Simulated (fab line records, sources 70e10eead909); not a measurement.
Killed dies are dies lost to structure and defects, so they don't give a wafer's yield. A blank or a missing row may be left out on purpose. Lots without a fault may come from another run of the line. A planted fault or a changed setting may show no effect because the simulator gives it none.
Which tool did it? | flow nand_harc | 24 lots, 72 wafers sampled, at 3 steps of a route of 1302

WHAT THE GAUGES READ, wafer by wafer
NHARC_A_CONTACT_CD_MEAS_53.
lot  | measured     | on        | cd_nm (nm)
L074 | day 21 09:53 | cd_sem-01 | 290.3 289.7 290.6
L076 | day 21 23:50 | cd_sem-03 | 289.0 289.7 289.3
L075 | day 22 01:58 | cd_sem-01 | 289.9 289.8 290.0
L077 | day 22 13:05 | cd_sem-01 | 290.2 290.0 290.0
L078 | day 23 04:05 | cd_sem-03 | 289.9 290.1 290.2
L079 | day 23 04:32 | cd_sem-01 | 290.3 289.5 289.1
L080 | day 24 07:44 | cd_sem-02 | 289.0 288.7 288.8
L083 | day 24 16:58 | cd_sem-03 | 289.1 289.1 289.0
L081 | day 24 22:17 | cd_sem-01 | 289.4 290.0 289.2
L085 | day 25 06:04 | cd_sem-03 | 289.4 289.2 289.0
L082 | day 25 08:40 | cd_sem-01 | 289.4 289.5 289.4
L084 | day 25 09:26 | cd_sem-03 | 289.2 289.3 288.9
L086 | day 25 12:47 | cd_sem-02 | 290.8 290.0 290.0
L087 | day 27 17:04 | cd_sem-03 | 289.8 289.6 289.8
L089 | day 27 17:06 | cd_sem-02 | 289.4 289.6 289.6
L088 | day 28 03:34 | cd_sem-02 | 290.2 290.7 290.2
L090 | day 28 05:04 | cd_sem-01 | 289.4 288.6 289.4
L093 | day 28 16:13 | cd_sem-03 | 289.2 288.7 289.1
L091 | day 28 18:10 | cd_sem-02 | 288.8 289.7 289.5
L092 | day 29 15:18 | cd_sem-03 | 290.5 290.6 290.8
L094 | day 29 18:08 | cd_sem-02 | 289.7 289.7 289.1
L095 | day 30 04:26 | cd_sem-02 | 290.2 290.6 289.7
L097 | day 31 00:40 | cd_sem-02 | 289.5 289.1 289.3
L096 | day 32 15:29 | cd_sem-02 | 289.9 290.3 290.3

WHICH TOOL RAN EACH LOT (tool, then ch and the chambers of the sampled wafers, then the start)
lot  | NHARC_A_CONTACT_ETCH_113             | NHARC_A_CONTACT_ETCH_115
L074 | har_cap_etch-03 ch 0,1, day 21 07:00 | har_cap_etch-03 ch 0,1, day 21 07:20
L076 | har_cap_etch-03 ch 0,1, day 21 20:56 | har_cap_etch-03 ch 0,1, day 21 21:16
L075 | har_cap_etch-02 ch 0,1, day 21 23:02 | har_cap_etch-02 ch 0,1, day 21 23:23
L077 | har_cap_etch-03 ch 0,1, day 22 09:28 | har_cap_etch-03 ch 0,1, day 22 09:55
L078 | har_cap_etch-01 ch 0,1, day 23 01:13 | har_cap_etch-01 ch 0,1, day 23 01:33
L079 | har_cap_etch-02 ch 0,1, day 23 01:28 | har_cap_etch-02 ch 0,1, day 23 01:48
L080 | har_cap_etch-02 ch 0,1, day 24 04:05 | har_cap_etch-02 ch 0,1, day 24 04:32
L083 | har_cap_etch-03 ch 0,1, day 24 14:06 | har_cap_etch-03 ch 0,1, day 24 14:26
L081 | har_cap_etch-01 ch 0,1, day 24 19:23 | har_cap_etch-01 ch 0,1, day 24 19:43
L085 | har_cap_etch-02 ch 0,1, day 25 03:11 | har_cap_etch-02 ch 0,1, day 25 03:32
L082 | har_cap_etch-01 ch 1, day 25 05:04   | har_cap_etch-01 ch 1, day 25 05:25
L084 | har_cap_etch-03 ch 0,1, day 25 05:47 | har_cap_etch-03 ch 0,1, day 25 06:14
L086 | har_cap_etch-01 ch 0,1, day 25 09:25 | har_cap_etch-01 ch 0,1, day 25 09:46
L087 | har_cap_etch-02 ch 0,1, day 27 13:19 | har_cap_etch-02 ch 0,1, day 27 13:47
L089 | har_cap_etch-03 ch 0,1, day 27 14:12 | har_cap_etch-03 ch 0,1, day 27 14:32
L088 | har_cap_etch-01 ch 0,1, day 28 00:28 | har_cap_etch-01 ch 0,1, day 28 00:48
L090 | har_cap_etch-03 ch 0,1, day 28 02:05 | har_cap_etch-03 ch 0,1, day 28 02:25
L093 | har_cap_etch-01 ch 1, day 28 13:21   | har_cap_etch-01 ch 1, day 28 13:41
L091 | har_cap_etch-02 ch 0,1, day 28 14:33 | har_cap_etch-02 ch 0,1, day 28 15:00
L092 | har_cap_etch-01 ch 0,1, day 29 12:24 | har_cap_etch-01 ch 0,1, day 29 12:44
L094 | har_cap_etch-02 ch 0,1, day 29 14:33 | har_cap_etch-02 ch 0,1, day 29 15:01
L095 | har_cap_etch-03 ch 0,1, day 30 01:34 | har_cap_etch-03 ch 0,1, day 30 01:55
L097 | har_cap_etch-03 ch 0,1, day 30 21:49 | har_cap_etch-03 ch 0,1, day 30 22:09
L096 | har_cap_etch-03 ch 1, day 32 12:35   | har_cap_etch-03 ch 1, day 32 12:55
- NHARC_A_CONTACT_ETCH_113: etches the open film in C4F8/O2/Ar, time 190 s, target depth 1850 nm.
- NHARC_A_CONTACT_ETCH_115: etches the open film in C4F8/O2/Ar, time 190 s, target depth 1850 nm.

WHAT THE TOOLS THEMSELVES READ (means of the sampled wafers that have a number; where no wafer has one, the mark that the record gives instead)
The record holds no such reading with a usual standard deviation.

THE ANSWER, worked out from the rows above alone
Rule: what is usual is taken from the lots themselves. Put in order of their means at a reading, lots are off if they are a third of the lots or fewer, leave a main group of 4 or more, and stand apart from it by a gap of 3 or more times the standard deviation of the main group's means; of several such gaps the widest counts. A main group whose means are all the same, to the digits that the tables above print for the reading, isn't used. A lot without any number at a reading at which 4 lots or more have one is off too. The other lots that the step has rows for count as sound. The gauges are gone through in route order, then the tools' own readings, and for those a lot's mean is taken as printed above. The first step at which some lot is off is used, and at that step the reading that is off furthest; a lot without a number counts as furthest.
No lot is off at any reading shown: from this, nothing can be told.

WHAT THE SIMULATOR HAD PUT IN
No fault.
